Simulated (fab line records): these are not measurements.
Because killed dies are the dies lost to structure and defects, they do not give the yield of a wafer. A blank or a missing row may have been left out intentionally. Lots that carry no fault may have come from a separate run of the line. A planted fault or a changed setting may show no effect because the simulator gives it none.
Chamber matching ; flow n5 finfet ; 4 sister chambers for N5_BEOL_M3_ETCH_77 on rie diel-02
The step etches underlayer in N2/H2, target depth 6.5 nm, time 5.2 s. 4 wafers are shown with their chamber, then 7 later ones without.

== WAFERS PAIRED WITH THEIR CHAMBERS ==
wafer;chamber;showerhead plenum p Torr (Torr)
L090.1;0;2.54
L093.3;1;2.33
L091.2;3;2.60
L091.5;2;2.48

== WAFERS WITHOUT THEIR CHAMBER ==
wafer;showerhead plenum p Torr (Torr)
L091.6;2.60
L095.3;2.48
L095.4;2.33
L095.6;2.53
L097.1;2.60
L097.3;2.33
L097.5;2.59

== WHICH CHAMBER EACH WENT THROUGH ==
wafer;from the rows above;in truth
L091.6;3;3
L095.3;2;2
L095.4;1;1
L095.6;0;0
L097.1;3;3
L097.3;1;1
L097.5;3;3
Correct placement for 7 of the 7. Not placeable from these rows: 0. 0 placed wrongly.
How it was worked out, from the rows above alone: a wafer's distance from a chamber is the root of the sum, over the readings, of the square of ((its reading less the chamber's mean) divided by the reading's scatter). If the next closest chamber is less than 2 further off than the closest, the wafer can't be placed; otherwise it belongs to the closest. A chamber's mean is the mean of its shown wafers. The scatter: with one shown wafer a chamber, the root of the mean of the squares of how far each hidden wafer lies from its nearest shown one.
